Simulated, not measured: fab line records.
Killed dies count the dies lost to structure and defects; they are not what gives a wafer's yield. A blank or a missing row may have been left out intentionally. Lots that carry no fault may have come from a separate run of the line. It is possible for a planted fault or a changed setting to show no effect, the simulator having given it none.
Matching of chambers :: flow n5Finfet :: rieDiel-05 running N5_BEOL_M4_ETCH_77: 4 sister chambers
The step etches underlayer in N2/H2, target depth 6.5 nm, time 5.2 s. 4 wafers are shown with their chamber, then 12 later ones without.

## WAFERS WITH THEIR CHAMBER
wafer: L085.6
chamber: 3
throttleValvePct (%): 17.51

wafer: L090.2
chamber: 0
throttleValvePct (%): 17.42

wafer: L090.3
chamber: 2
throttleValvePct (%): 17.80

wafer: L090.6
chamber: 1
throttleValvePct (%): 18.16

## WAFERS WITHOUT THEIR CHAMBER
wafer: L091.3
throttleValvePct (%): 18.19

wafer: L091.4
throttleValvePct (%): 17.41

wafer: L091.6
throttleValvePct (%): 18.16

wafer: L093.1
throttleValvePct (%): 17.81

wafer: L093.3
throttleValvePct (%): 17.42

wafer: L093.6
throttleValvePct (%): 17.83

wafer: L094.1
throttleValvePct (%): 17.41

wafer: L094.3
throttleValvePct (%): 18.17

wafer: L094.4
throttleValvePct (%): 17.85

wafer: L097.2
throttleValvePct (%): 17.55

wafer: L097.3
throttleValvePct (%): 17.85

wafer: L097.6
throttleValvePct (%): 17.55

## WHICH CHAMBER EACH ONE RAN IN
wafer: L091.3
from the rows above: 1
in truth: 1

wafer: L091.4
from the rows above: 0
in truth: 0

wafer: L091.6
from the rows above: 1
in truth: 1

wafer: L093.1
from the rows above: 2
in truth: 2

wafer: L093.3
from the rows above: 0
in truth: 0

wafer: L093.6
from the rows above: 2
in truth: 2

wafer: L094.1
from the rows above: 0
in truth: 0

wafer: L094.3
from the rows above: 1
in truth: 1

wafer: L094.4
from the rows above: 2
in truth: 2

wafer: L097.2
from the rows above: 3
in truth: 3

wafer: L097.3
from the rows above: 2
in truth: 2

wafer: L097.6
from the rows above: 3
in truth: 3
Correct placement for 12 of the 12. From these rows, 0 cannot be placed. Number placed wrongly: 0.
How it was worked out, from the rows above alone: a wafer's distance from a chamber is the root of the sum, over the readings, of the square of ((its reading less the chamber's mean) divided by the reading's scatter). If the next closest chamber is less than 2 further off than the closest, the wafer can't be placed; otherwise it belongs to the closest. Each chamber's mean is taken over the wafers shown for it. The scatter: with one shown wafer a chamber, the root of the mean of the squares of how far each hidden wafer lies from its nearest shown one.
